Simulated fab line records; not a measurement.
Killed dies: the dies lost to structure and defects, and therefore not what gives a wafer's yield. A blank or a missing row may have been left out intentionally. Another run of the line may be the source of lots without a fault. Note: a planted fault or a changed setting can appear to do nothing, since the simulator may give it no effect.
Matching of chambers -- flow n5_finfet -- N5_BEOL_M7_ETCH_62 on rie_diel-03: 3 sister chambers
The step etches SOC in N2/H2, target depth 110 nm, overetch 22 nm, time 165 s. 3 wafers are shown with their chamber, then 6 later ones without.

== WAFERS WITH THEIR CHAMBER ==
wafer,chamber,showerhead_plenum_p_Torr (Torr)
L082.1,1,2.70
L084.2,2,2.47
L084.6,3,2.39

== WAFERS WITHOUT THEIR CHAMBER ==
wafer,showerhead_plenum_p_Torr (Torr)
L089.2,2.70
L089.3,2.46
L092.1,2.71
L092.2,2.69
L097.2,2.70
L097.4,2.45

== WHICH CHAMBER EACH WENT THROUGH ==
wafer,from the rows above,in truth
L089.2,1,1
L089.3,2,2
L092.1,1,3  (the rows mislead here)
L092.2,1,1
L097.2,1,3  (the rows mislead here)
L097.4,2,2
4 of 6 placed correctly. Left unplaced by these rows: 0. Number placed wrongly: 2.
How it was worked out, from the rows above alone: a wafer's distance from a chamber is the root of the sum, over the readings, of the square of ((its reading less the chamber's mean) divided by the reading's scatter). The wafer belongs to the nearest chamber; if the next one is less than 2 further off, it can't be placed. For every chamber, the mean is computed from those of its wafers that are shown. The scatter (one wafer shown for each chamber): square how far every hidden wafer sits from the nearest shown wafer, average those squares and take the square root.
